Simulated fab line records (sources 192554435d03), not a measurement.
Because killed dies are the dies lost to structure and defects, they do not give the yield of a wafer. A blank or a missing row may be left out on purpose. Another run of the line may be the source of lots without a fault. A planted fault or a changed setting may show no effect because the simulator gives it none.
Comparing a struck lot with a sound one	flow n5Finfet	39 steps out of a route of 1938
Sound: the wafers L555.2, L555.3, L555.5. Struck: wafer L557.2 (L557.4, L557.5, from the same lot, were not struck and are left out); the cause is given at the end.
Order at every step that has rows: each side's tool, ch and its chambers, its first start. Under that, the readings that differ: sound wafers	struck wafers	difference of the means	sigmas: that difference in standard deviations of wafers without a fault.
alike: words and numbers the same on both sides, and readings whose means are apart by under 2 such deviations; not compared: readings that were withheld, readings missing a value for some wafer, numbers with overlapping values and no deviation given by the record, and bounds like >300 which may hide the same value.
Wherever a step has rows on one side only, a row that says differs or no value, or a row with sigmas, the two part there. Numbers that have no deviation but don't overlap get no sigmas and don't part them. A reading missing from all wafers of one side parts the sides only when that side holds two or more wafers.

first, 9 steps without rows for these wafers: N5_BEOL_M13_SOFTBAKE_23 (time 60 s); N5_BEOL_M13_EXPOSE_25 (exposes mask M13, target cd 210 nm); N5_BEOL_M13_PEB_26 (peb time 90 s); N5_BEOL_M13_DEVELOP_27 (develop time 45 s); N5_BEOL_M13_HARDBAKE_32 (time 120 s); N5_BEOL_M13_DESCUM_33 (chemistry O2, time 7.9 s); N5_BEOL_M13_ETCH_67 (etches SiARC in CF4, target depth 143 nm, time 238.3 s); N5_BEOL_M13_ETCH_68 (etches SOC in N2/H2, time 355 s); N5_BEOL_M13_STRIP_69 (strips in N2/H2).
N5_BEOL_M13_TRENCH_ETCH_34: etches SiOC in C4F8/O2/Ar, target depth 413.47 nm, time 162.6 s.
  sound on rieDiel-03 ch 0,1, day 15 08:32; struck on rieDiel-03 ch 2, day 15 20:50
reading	sound	struck	difference	sigmas
model.etch.depthNm (nm)	406 427 428.4	585.7	+165.2	
  alike: chamberPressureMTorr, drypumpMotorCurrentA, heOuterTorr, oesProductAu, rfVppV, showerheadPlenumPTorr, throttleValvePct
  not compared: rfHoursCounterH
then, 1 step without rows for these wafers: N5_BEOL_M13_STRIP_70 (strips in C4F8/O2/Ar).
N5_BEOL_M13_OCD_MEAS_35:
  sound on ocd-01, day 15 08:43; struck on ocd-01, day 15 21:00
reading	sound	struck	difference	sigmas
trenchDepthNm (nm)	406 427 428	586	+166	+17
then, 11 steps without rows for these wafers: N5_BEOL_M13_STRIP_37 (strips in N2/H2); N5_BEOL_M13_ETCH_38 (etches SiCN in CF4/N2, target depth 67.5 nm, time 71.9 s); N5_BEOL_M13_PRECLEAN_39 (cleans in residue remover, time 60 s); N5_BEOL_M13_SRD_40 (time 30 s, dry time 30 s); N5_BEOL_M13_DEGAS_41 (time 60 s); N5_BEOL_M13_PRE_CLEAN_42 (time 30 s); N5_BEOL_M13_SPUTTER_43 (material TaN, target thk 15 nm, time 24.19 s); N5_BEOL_M13_SPUTTER_44 (material Ta, target thk 10 nm, time 16.13 s); N5_BEOL_M13_SPUTTER_45 (material Cu, target thk 80 nm, time 13.33 s); N5_BEOL_M13_ECD_47 (material Cu, target thk 936 nm); N5_BEOL_M13_ANNEAL_48 (time 90 s).
N5_BEOL_M13_CMP_49: polishes, stops on SiOC, t overpolish 17.1 s, target thk 420 nm.
  sound on cmp-04 ch 0,2,3, day 15 10:02; struck on cmp-04 ch 2, day 16 01:31
reading	sound	struck	difference	sigmas
model.Cu_of_BEOL_M13_ECD_47.thkNm (nm)	410.6 432.2 437	590.8	+164.2	
  alike: barrierFieldEndpointS, motorCurrentA, overpolishRunS, platenRpm
N5_BEOL_M13_THK_MEAS_50: measures by xrf.
  sound on filmMetro-02, day 15 10:16; struck on filmMetro-01, day 16 01:49
reading	sound	struck	difference	sigmas
M13_THK (nm)	409 428 434	583	+159	+14
then, 2 steps without rows for these wafers: N5_BEOL_M13_PRE_CLEAN_52 (time 15 s); N5_BEOL_M13_DEP_53 (deposits SiCN from 3MS/NH3, target thk 50 nm, time 17.8 s).
N5_BEOL_M13_RS_MEAS_54: a four-point-probe measurement.
  sound on filmMetro-02, day 15 10:23; struck on filmMetro-02, day 16 01:57
reading	sound	struck	difference	sigmas
M13_RS (ohm/sq)	0.0462 0.0437 0.0432	0.0317	-0.0127	-12
then, 9 steps without rows for these wafers: N5_BEOL_M14_ILD_DEP_00 (deposits SiO2 from TEOS/O2, target thk 1119.3 nm, time 237.4 s); N5_BEOL_M14_COAT_58 (time 60 s, resist thk 89 nm); N5_BEOL_M14_COAT_04 (resist thk 800 nm); N5_BEOL_M14_EBR_06; N5_BEOL_M14_SOFTBAKE_05 (time 60 s); N5_BEOL_M14_EXPOSE_07 (exposes mask V13); N5_BEOL_M14_PEB_08 (peb time 90 s); N5_BEOL_M14_DEVELOP_09 (develop time 45 s); N5_BEOL_M14_HARDBAKE_14 (time 120 s).
N5_BEOL_M15_RC_MEAS_101:
  sound on prober-02 ch 0, day 15 22:10; struck on prober-02 ch 0, day 16 13:07
reading	sound	struck	difference	sigmas
COMB_M6 (S/m)	3.1e-11 4.4e-11 3.5e-11	2.5e-11	-1.2e-11	-2
SERP_M13 (ohm/um)	0.309 0.295 0.299	0.212	-0.089	-9
SERP_M13_max_site (ohm/um)	0.314 0.298 0.302	0.214	-0.091	-10
SERP_M9 (ohm/um)	3.13 3.05 3.00	2.83	-0.23	-2
  alike: etestTempC, COMB_M10, COMB_M11, COMB_M12, COMB_M14, COMB_M15, COMB_M5, COMB_M7, COMB_M8, COMB_M9, SERP_M10, SERP_M11, SERP_M12, SERP_M14, SERP_M5, SERP_M6, SERP_M7, SERP_M8, SERP_M8_max_site
N5_PASSIVATION_PROBE_49:
  record: rows for the struck wafers here (prober-01, day 17 05:05), none for the sound ones

== WHERE THEY PART ==
At N5_BEOL_M13_OCD_MEAS_35 first; at N5_PASSIVATION_PROBE_49 last (within this record only).

WHY: what the simulator had put in
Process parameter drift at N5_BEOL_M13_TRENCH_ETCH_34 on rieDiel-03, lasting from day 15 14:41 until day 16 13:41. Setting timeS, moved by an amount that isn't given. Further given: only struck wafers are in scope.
